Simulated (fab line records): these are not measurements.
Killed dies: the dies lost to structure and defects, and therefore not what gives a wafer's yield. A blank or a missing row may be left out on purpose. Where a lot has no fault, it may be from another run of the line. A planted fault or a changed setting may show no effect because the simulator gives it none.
fab line records	flow nandHarc
record: lots: 11	wafers: 33	lastDay: 33
route steps=1302 shown A_SGD_CUT@903 END@1302
lots that met no fault: from a run of the same line without faults
startH: start of the lot's first displayed wafer, in hours after the record's first day	waitH: hours from the lot's prior step to this one	" the same as in the row above	L1.1+2: several wafers, shown together as one row	- either no value or no given start	* or withheld: withheld	< > ~ a bound
route shown NAME@n: names a module that has steps shown in the file, with the first one's number in the route	usual: mean and standard deviation over wafers with no fault	same: alike in all rows	chamber/n: place in a boat	sites: each site's reading	_std_site: how widely they spread, as a standard deviation	_edge_site: outer sites' mean less inner sites'	radiusMm: for every site, how far away it sits from the centre of the wafer	mask NAME#n: copy n	behind: tool/chamber where the wafer was last shaped	hold: reason for holding the lot/hours on hold/outcome of the hold	device: whichever transistor did not switch (one of n, p or np)	end of line: the route-end tests of the same wafers	a step given without rows: its recipe and nothing more	killed: at the first sort, the dies lost to defects and structure; wafer yield is something else	map: the dies of a wafer, with x for killed, . for not killed, _ for no die there
set.NAME: the setting the step ran with; set.NAME@STEP: the setting that earlier step ran with	model.NAME: the simulator's own value behind a step, which no gauge read
a sample of lots followed through the steps of the route, with each step as a table and each wafer as a row
services: when a tool's chamber went out of use (startH, in hours from the record's first day, below 0 if earlier), for how many hours, and the reason
== steps ==
step: NHARC_A_SGD_CUT_INSPECT_11
usual: rawDefectCount: 61/26
lot.wafer	tool	chamber	startH	waitH	rawDefectCount
L359.2	defectInspect-01	-	452.57	0.0	18
L359.3	"	-	"	"	24
L359.5	"	-	"	"	12
L360.1	defectInspect-01	-	474.75	0.0	77
L360.2	"	-	"	"	77
L360.5	"	-	"	"	60
L362.3	defectInspect-02	-	491.81	0.0	72
L362.5	"	-	"	"	66
L362.6	"	-	"	"	68
L363.1	defectInspect-02	-	491.97	0.0	61
L363.2	"	-	"	"	66
L363.3	"	-	"	"	68
L364.3	defectInspect-01	-	509.93	0.0	67
L364.4	"	-	"	"	57
L364.5	"	-	"	"	71
L365.2	defectInspect-01	-	510.20	0.0	81
L365.4	"	-	"	"	101
L365.6	"	-	"	"	76
L368.3	defectInspect-01	-	561.20	0.0	58
L368.4	"	-	"	"	62
L368.6	"	-	"	"	62
L369.2	defectInspect-01	-	568.78	0.0	47
L369.5	"	-	"	"	64
L369.6	"	-	"	"	59
L370.1	defectInspect-02	-	581.62	0.0	12
L370.4	"	-	"	"	13
L370.5	"	-	"	"	13
L378.3	defectInspect-01	-	670.62	0.0	83
L378.5	"	-	"	"	78
L378.6	"	-	"	"	80
L379.3	defectInspect-02	-	674.18	0.0	0
L379.4	"	-	"	"	7
L379.6	"	-	"	"	3
step: NHARC_A_SGD_CUT_ETCH_15
recipe: targetDepthA: 750	timeS: 64.3	ch3fFlowSccm: 50	o2FlowSccm: 30	arFlowSccm: 200	rfW: 500	biasW: 100	chemistry: CH3F/O2
usual: drypumpMotorCurrentA: 5.59/0.28	oesProductAu: 0.964/0.02	rfVppV: 263.8/1.6	showerheadPlenumPTorr: 2.46/0.093	throttleValvePct: 20.663/0.0084
lot.wafer	tool	chamber	startH	waitH	drypumpMotorCurrentA	oesProductAu	rfHoursCounterH	rfVppV	showerheadPlenumPTorr	throttleValvePct
L359.2	rieDiel-11	1	-	-	5.98	0.973	2	266.7	2.58	20.673
L359.3	"	2	"	"	5.21	0.991	2	265.2	2.57	20.672
L359.5	"	0	"	"	5.50	0.964	-	263.4	2.47	20.674
L360.2	rieDiel-11	0	-	-	5.50	0.970	3	265.1	2.47	20.657
L360.1	"	1	"	"	6.00	0.975	3	265.0	2.58	20.660
L360.5	"	3	"	"	5.99	0.973	-	266.3	2.58	20.661
L362.3	rieDiel-10	1	-	-	5.59	0.972	3	266.2	2.64	20.669
L362.5	"	2	"	"	5.51	0.981	-	263.1	2.42	20.672
L362.6	"	3	"	"	5.68	0.966	-	262.1	2.46	20.670
L363.1	rieDiel-11	3	-	-	5.97	0.934	4	266.6	2.58	20.678
L363.2	"	0	"	"	5.50	0.917	4	263.3	2.47	20.677
L363.3	"	1	"	"	5.98	0.914	4	264.2	2.58	20.668
L364.3	rieDiel-05	0	-	-	5.50	0.989	8	264.5	2.41	20.680
L364.4	"	1	"	"	5.95	0.993	8	262.5	2.39	20.646
L364.5	"	2	"	"	5.86	0.966	-	260.6	2.32	20.653
L365.4	rieDiel-11	0	-	-	5.48	0.962	6	263.7	2.46	20.661
L365.2	"	1	"	"	6.01	0.957	7	265.2	2.57	20.675
L365.6	"	3	"	"	5.94	0.986	-	265.2	2.58	20.652
L368.4	rieDiel-05	1	-	-	5.94	0.996	11	262.1	2.38	20.679
L368.3	"	3	"	"	5.45	0.961	10	262.7	2.39	20.656
L368.6	"	2	"	"	5.82	0.969	-	261.2	2.32	20.661
L369.2	rieDiel-10	0	-	-	5.08	0.961	8	262.5	2.36	20.657
L369.6	"	2	"	"	5.52	0.964	-	263.3	2.41	20.671
L369.5	"	3	"	"	5.65	0.944	-	265.7	2.45	20.644
L370.4	rieDiel-10	2	-	-	5.52	0.982	9	262.4	2.41	20.683
L370.1	"	0	"	"	5.04	0.953	8	260.6	2.36	20.651
L370.5	"	3	"	"	5.67	0.956	-	264.5	2.45	20.651
L378.3	rieDiel-10	3	-	-	5.67	0.965	3	262.9	2.45	20.661
L378.5	"	3	"	"	5.66	0.963	-	262.9	2.45	20.675
L378.6	"	0	"	"	5.06	0.981	-	262.2	2.35	20.669
L379.3	rieDiel-10	3	-	-	5.65	0.961	3	264.8	2.45	20.662
L379.4	"	1	"	"	5.60	0.989	3	266.2	2.63	20.656
L379.6	"	3	"	"	5.67	0.963	-	263.7	2.45	20.669
step: NHARC_A_SGD_CUT_ETCH_16
recipe: targetDepthA: 3105	timeS: 155.2	c4f8FlowSccm: withheld	o2FlowSccm: 8	arFlowSccm: withheld	rfW: 600	biasW: 800	chemistry: C4F8/O2/Ar
usual: oesProductAu: 0.976/0.017	rfVppV: 723/4.2
lot.wafer	tool	chamber	startH	waitH	oesProductAu	rfHoursCounterH	rfVppV
L359.3	rieDiel-11	2	-	-	0.990	2	727
L359.2	"	3	"	"	0.988	1	727
L359.5	"	2	"	"	0.987	-	727
L360.1	rieDiel-11	3	-	-	0.983	3	727
L360.2	"	0	"	"	0.971	3	723
L360.5	"	3	"	"	0.990	-	727
L362.3	rieDiel-10	2	-	-	0.989	3	722
L362.5	"	0	"	"	0.962	-	719
L362.6	"	1	"	"	0.999	-	731
L363.2	rieDiel-11	0	-	-	0.947	4	724
L363.1	"	1	"	"	0.932	4	729
L363.3	"	2	"	"	0.944	5	728
L364.3	rieDiel-05	1	-	-	0.994	8	720
L364.4	"	0	"	"	0.995	8	722
L364.5	"	1	"	"	0.993	-	720
L365.2	rieDiel-11	3	-	-	0.984	7	727
L365.4	"	1	"	"	0.966	7	726
L365.6	"	3	"	"	0.985	-	727
L368.4	rieDiel-05	2	-	-	0.981	10	717
L368.3	"	3	"	"	0.976	10	720
L368.6	"	2	"	"	0.988	-	718
L369.2	rieDiel-10	3	-	-	0.959	8	723
L369.6	"	3	"	"	0.963	-	724
L369.5	"	0	"	"	0.955	-	720
L370.1	rieDiel-10	1	-	-	0.973	9	730
L370.4	"	2	"	"	0.996	9	722
L370.5	"	0	"	"	0.954	-	720
L378.3	rieDiel-10	0	-	-	0.989	3	719
L378.6	"	1	"	"	1.008	-	730
L378.5	"	2	"	"	0.986	-	721
L379.3	rieDiel-10	1	-	-	0.995	3	728
L379.4	"	3	"	"	0.970	3	723
L379.6	"	0	"	"	0.978	-	721
step: NHARC_A_SGD_CUT_DEP_20
recipe: targetThkA: 1500	tempC: 65	material: SiO2
usual: susceptorTempC: 65.01/0.13
lot.wafer	tool	chamber	startH	waitH	susceptorTempC
L359.2	fcvd-01	1	453.79	-	65.15
L359.3	"	1	"	"	64.93
L359.5	"	0	"	"	64.90
L360.2	fcvd-02	1	475.92	-	-
L360.1	"	0	"	"	-
L360.5	"	0	"	"	-
L362.3	fcvd-02	1	493.03	-	64.85
L362.5	"	1	"	"	65.01
L362.6	"	0	"	"	64.96
L363.2	fcvd-01	0	493.24	-	64.93
L363.1	"	1	"	"	65.12
L363.3	"	0	"	"	64.97
L364.4	fcvd-01	0	511.18	-	64.95
L364.3	"	1	"	"	65.02
L364.5	"	0	"	"	65.12
L365.2	fcvd-02	1	511.42	-	65.05
L365.4	"	0	"	"	65.21
L365.6	"	0	"	"	65.05
L368.3	fcvd-01	0	562.43	-	64.86
L368.4	"	1	"	"	64.93
L368.6	"	0	"	"	65.09
L369.2	fcvd-01	0	569.98	-	-
L369.5	"	1	"	"	-
L369.6	"	0	"	"	-
L370.1	fcvd-01	1	582.80	-	-
L370.4	"	1	"	"	-
L370.5	"	1	"	"	-
L378.3	fcvd-02	1	671.87	-	65.02
L378.5	"	0	"	"	65.06
L378.6	"	1	"	"	64.94
L379.3	fcvd-02	0	675.40	-	65.19
L379.4	"	1	"	"	65.01
L379.6	"	0	"	"	65.22
step: NHARC_A_SGD_CUT_CMP_21
recipe: targetThkNm: 148.19
usual: motorCurrentA: 11.6/1.4	slurryFilterDpKPa: 13.49/0.13	timeToEndpointS: 51/3.2
lot.wafer	tool	chamber	startH	waitH	motorCurrentA	slurryFilterDpKPa	timeToEndpointS
L359.3	cmp-04	2	458.64	0.4	9.7	13.63	61
L359.2	"	0	"	"	10.6	13.57	50
L359.5	"	2	"	"	9.8	13.52	54
L360.1	cmp-04	2	480.36	0.4	9.5	13.46	52
L360.2	"	3	"	"	13.9	13.76	47
L360.5	"	2	"	"	9.5	13.51	51
L363.3	cmp-02	1	499.14	0.4	9.7	13.56	53
L363.2	"	2	"	"	13.4	13.26	50
L363.1	"	0	"	"	11.1	13.57	56
L362.3	cmp-01	2	499.19	0.4	12.7	13.67	51
L362.5	"	0	"	"	11.4	13.64	52
L362.6	"	1	"	"	12.3	13.27	53
L364.3	cmp-02	1	515.77	0.4	10.4	13.67	52
L364.4	"	0	"	"	10.7	13.64	54
L364.5	"	2	"	"	14.5	13.73	47
L365.2	cmp-01	2	515.77	0.4	11.8	13.38	48
L365.4	"	1	"	"	12.4	13.53	48
L365.6	"	2	"	"	12.5	13.54	50
L368.3	cmp-01	0	568.51	0.4	10.8	13.51	55
L368.4	"	2	"	"	12.5	13.45	52
L368.6	"	0	"	"	10.6	13.35	54
L369.2	cmp-02	3	577.45	0.4	13.9	13.45	19
L369.6	"	0	"	"	11.0	13.69	21
L369.5	"	1	"	"	10.8	13.27	19
L370.1	cmp-04	1	587.67	0.4	10.7	13.63	54
L370.4	"	2	"	"	9.8	13.45	58
L370.5	"	1	"	"	11.5	13.46	54
L378.3	cmp-04	3	676.51	0.4	14.0	13.40	45
L378.5	"	0	"	"	10.8	13.32	48
L378.6	"	1	"	"	11.5	13.63	48
L379.3	cmp-01	1	680.40	0.4	11.7	13.34	54
L379.4	"	2	"	"	12.4	13.59	53
L379.6	"	0	"	"	10.7	13.53	56
step: NHARC_A_SGD_CUT_THK_MEAS_22
recipe: thkMeasGauge: ellipsometry
usual: thkNm: 148.0/1.4
lot.wafer	tool	chamber	startH	waitH	thkNm
L359.2	filmMetro-02	-	458.88	0.2	147.9
L359.3	"	-	"	"	150.2
L359.5	"	-	"	"	146.8
L360.1	filmMetro-02	-	480.59	0.2	148.8
L360.2	"	-	"	"	148.4
L360.5	"	-	"	"	149.0
L363.1	filmMetro-02	-	499.40	0.2	149.2
L363.2	"	-	"	"	146.0
L363.3	"	-	"	"	146.4
L362.3	filmMetro-01	-	499.40	0.2	146.9
L362.5	"	-	"	"	147.5
L362.6	"	-	"	"	146.7
L365.2	filmMetro-01	-	516.03	0.2	148.4
L365.4	"	-	"	"	150.2
L365.6	"	-	"	"	150.1
L364.3	filmMetro-02	-	516.03	0.2	150.7
L364.4	"	-	"	"	145.0
L364.5	"	-	"	"	146.9
L368.3	filmMetro-02	-	568.78	0.2	148.8
L368.4	"	-	"	"	147.0
L368.6	"	-	"	"	149.6
L369.2	filmMetro-02	-	577.63	0.2	47.7
L369.5	"	-	"	"	49.7
L369.6	"	-	"	"	50.0
L370.1	filmMetro-01	-	587.90	0.2	147.9
L370.4	"	-	"	"	150.2
L370.5	"	-	"	"	148.5
L378.3	filmMetro-02	-	676.70	0.2	147.6
L378.5	"	-	"	"	147.1
L378.6	"	-	"	"	148.9
L379.3	filmMetro-01	-	680.63	0.2	148.7
L379.4	"	-	"	"	148.0
L379.6	"	-	"	"	149.5
step: NHARC_END_SORT_01
recipe: tempC: 25
usual: killedAtArray: 57/19	killedAtOther: 0.9/1.1	killedAtPeriphery: 4.0/2.6	killedDies: 62/19	killedOpen: 3.3/1.8	killedShort: 2.4/1.7
same: grossDies: 677
lot.wafer	tool	chamber	startH	waitH	killedAtArray	killedAtOther	killedAtPeriphery	killedDies	killedOpen	killedShort
L369.2	prober-01	0	687.69	2.8	674	0	3	677	2	0
L369.5	prober-01	0	690.08	3.7	671	1	5	677	5	4
L369.6	prober-01	0	690.87	4.0	671	1	5	677	0	1
killed by level:class
L369.2 A_SGD_CUT:areaDep=631 A_CHANNEL_HOLE_D1:chamberFilmFlake=22 A_SLIT:chamberFilmFlake=11 A_STAIRCASE:chamberFilmFlake=4 A_ZERO_WELL:chamberFilmFlake=3 A_WL_FILL:chamberFilmFlake=2 P_BONDPAD:geometricParticle:open=1 A_CHANNEL_FILL_D2:geometricParticle:open=1
L369.5 A_SGD_CUT:areaDep=619 A_CHANNEL_HOLE_D1:chamberFilmFlake=27 A_SLIT:chamberFilmFlake=16 P_GATE:chamberFilmFlake=2 P_GATE:geometricParticle:short=1 A_ONON_D1:geometricParticle:short=1 A_CHANNEL_FILL_D1:geometricParticle:short=1 A_ONON_D2:geometricParticle:open=1
L369.6 A_SGD_CUT:areaDep=608 A_SLIT:chamberFilmFlake=30 A_CHANNEL_HOLE_D1:chamberFilmFlake=29 P_GATE:chamberFilmFlake=3 P_STI:chamberFilmFlake=1 P_M2:chamberFilmFlake=1 STARTING-WAFER:geometricParticle:short=1 A_DECK1_JOINT:chamberFilmFlake=1
== services ==
tool	chamber	startH	hours	kind
rieDiel-11	-	432.50	9.0	pm
cmp-01	-	446.79	1.5	repair
fcvd-02	-	450.00	13.0	pm
cmp-01	-	454.10	0.4	repair
cmp-04	-	454.62	1.4	repair
rieDiel-05	2	463.58	4.9	repair
cmp-01	-	479.67	4.0	pm
cmp-04	-	487.81	0.3	repair
rieDiel-11	1	487.95	4.5	repair
cmp-04	-	503.26	4.0	pm
rieDiel-11	2	505.16	5.1	repair
rieDiel-05	0	511.53	4.4	repair
fcvd-02	0	523.72	17.1	repair
rieDiel-11	3	533.93	1.6	repair
rieDiel-11	-	541.86	0.1	repair
rieDiel-10	0	543.35	1.4	repair
fcvd-01	-	547.00	13.0	pm
fcvd-02	-	566.53	0.7	repair
rieDiel-11	-	601.62	17.9	repair
fcvd-02	-	616.69	1.1	repair
rieDiel-11	-	619.54	9.0	pm
rieDiel-10	3	621.14	7.9	repair
rieDiel-10	2	622.55	3.5	repair
fcvd-02	-	631.00	13.0	pm
== key ==
firstSign: step: NHARC_A_SGD_CUT_DEP_20	reading: toolRecord	direction: missing
effect: step: NHARC_A_SGD_CUT_CMP_21	reading: timeToEndpointS	direction: down	sigmas: 10	usual: *	struck: *
effect: step: NHARC_A_SGD_CUT_THK_MEAS_22	reading: thkNm	direction: down	sigmas: 70	usual: 148.0	struck: 49.1
effect: step: NHARC_END_SORT_01	reading: killedDies	direction: up	sigmas: 33	usual: 62	struck: 677
moreKillsBornAt: NHARC_A_SGD_CUT_DEP_20@fcvd-01: 1858
metAt NHARC_A_SGD_CUT_DEP_20
struckLots L369
laterRowsLeftOut L369.2,L369.5,L369.6
testerLeftOut L369
notActingAt NHARC_A_SGD_CUT_INSPECT_11,NHARC_A_SGD_CUT_ETCH_15,NHARC_A_SGD_CUT_ETCH_16
onsetBetween 562.43 569.98
fault: kind: skippedStepWhole	tool: fcvd-01,fcvd-02	chamber: -	onsetH: 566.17	steps: NHARC_A_SGD_CUT_DEP_20	scope: struckLotsOnly
testerLeftOut: of these lots the tester's yield and bins aren't shown, on N5 and GAA mostly nor the transistor test; their killed dies are dies lost to structure and defects alone, not to doping, threshold or leakage, so they don't give the yield
laterRowsLeftOut: the simulator's readings of these wafers behind a module that went badly wrong aren't trusted and aren't shown, but for the sort
